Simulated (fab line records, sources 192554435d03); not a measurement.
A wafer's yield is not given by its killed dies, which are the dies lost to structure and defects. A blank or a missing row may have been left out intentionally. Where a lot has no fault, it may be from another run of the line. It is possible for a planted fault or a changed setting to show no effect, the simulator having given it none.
Split-lot experiment | flow n5-finfet | on a route of 1938 steps: 7 lots, 21 wafers read

== ON THE SPLIT ==
At N5_BEOL_M9_DESCUM_16 (chemistry O2, time 7.9 s), the setting time-s was moved away from the recipe's 7.9 s on 8 of the 21 wafers read, by -9.9% to +20.7%. For the rest of the wafers, this setting stayed at what the recipe calls for.

There is no step in the file separating the split from the reading.

== THE READING ==
CAR-ArF_of_BEOL_M9_COAT_05.thk-nm (the simulator's own value, which no gauge read), in nm, at N5_BEOL_M9_ETCH_61 (etches SiARC in CF4, target depth 39 nm, time 65 s). The file gives no usual value for it. Here, 13 wafers ran the recipe; their average is 55.4 nm with a standard deviation of 0.17 nm.

wafer  | tool, chamber at the split | time-s as run, s | against the recipe | CAR-ArF_of_BEOL_M9_COAT_05.thk-nm, nm | against lot-mates on the recipe
L074.2 | rie-diel-02, 3             | 7.9              | recipe             | 55.2                                  | -
L074.3 | rie-diel-02, 1             | 9.536            | +20.7%             | 54.2                                  | -1.0
L074.4 | rie-diel-02, 0             | 9.536            | +20.7%             | 54                                    | -1.2
L085.2 | rie-diel-02, 1             | 7.9              | recipe             | 55.4                                  | -
L085.3 | rie-diel-02, 3             | 7.9              | recipe             | 55.2                                  | -
L085.4 | rie-diel-02, 0             | 7.9              | recipe             | 55.2                                  | -
L088.3 | rie-diel-06, 1             | 7.166            | -9.3%              | 56.2                                  | +0.8
L088.4 | rie-diel-06, 2             | 7.166            | -9.3%              | 55.8                                  | +0.4
L088.5 | rie-diel-06, 0             | 7.9              | recipe             | 55.4                                  | -
L086.1 | rie-diel-04, 1             | 7.9              | recipe             | 55.6                                  | -
L086.4 | rie-diel-04, 2             | 7.9              | recipe             | 55.2                                  | -
L086.6 | rie-diel-04, 0             | 7.119            | -9.9%              | 56                                    | +0.6
L092.3 | rie-diel-04, 3             | 8.646            | +9.4%              | 55                                    | -0.6
L092.5 | rie-diel-04, 0             | 8.646            | +9.4%              | 55.4                                  | -0.2
L092.6 | rie-diel-04, 3             | 7.9              | recipe             | 55.6                                  | -
L091.1 | rie-diel-04, 0             | 7.9              | recipe             | 55.4                                  | -
L091.4 | rie-diel-04, 3             | 7.9              | recipe             | 55.2                                  | -
L091.5 | rie-diel-04, 0             | 7.9              | recipe             | 55.6                                  | -
L095.2 | rie-diel-04, 2             | 7.9              | recipe             | 55.4                                  | -
L095.3 | rie-diel-04, 1             | 7.9              | recipe             | 55.6                                  | -
L095.5 | rie-diel-04, 3             | 8.842            | +11.9%             | 54.6                                  | -0.9

THE FIT
A straight line over all 21 wafers: CAR-ArF_of_BEOL_M9_COAT_05.thk-nm changes by -0.0587 nm for each +1% of time-s; r = -0.92; the points scatter about the line by 0.21 nm.
The same after taking each lot's own level away (the mean of its wafers on the recipe; 21 wafers): -0.0564 nm for each +1%; r = -0.95; scatter 0.16 nm.
According to that fit, moving time-s by its largest amount changes the reading by 1.2 nm.
Across the lots, their own levels run from 55.20 to 55.60 nm, a range of 2.4 times the standard deviation given above.
Hence the lot-to-lot level has little effect on the slope; both slopes agree.
Check: -1.22 nm against its lot-mates is what the line predicts for one of the wafers moved furthest among these (+20.7%) when that wafer is left out of the fit. It came out at -1 nm against them.

== OTHER SPLITS APPLIED TO THESE WAFERS ==
Before the reading, these wafers also passed through other splits. Each is held against what the fit with the lots' levels taken away leaves over:
other split on the same wafers | wafers away from the commonest value | r with CAR-ArF_of_BEOL_M9_COAT_05.thk-nm (lot level and that fit taken away)
N5_BEOL_M8_ETCH_62 time-s      | 7                                    | -0.14

== THE WHOLE CHAIN: every reading that the file lists as answering this split, in the file's order ==
step                 | what it does                                       | reading                                                                            | change (the file's fit)                | r (the file's)
N5_BEOL_M9_DESCUM_16 | chemistry O2, time 7.9 s                           | CAR-ArF_of_BEOL_M9_COAT_05.thk-nm (the simulator's own value, which no gauge read) | -0.0567 nm for each +1% of the setting | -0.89
N5_BEOL_M9_ETCH_61   | etches SiARC in CF4, target depth 39 nm, time 65 s | CAR-ArF_of_BEOL_M9_COAT_05.thk-nm (the simulator's own value, which no gauge read) | -0.0578 nm for each +1% of the setting | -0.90

== THE FILE'S OWN FIT ==
CAR-ArF_of_BEOL_M9_COAT_05.thk-nm changes by -0.0578 nm for each +1% of time-s, r = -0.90.
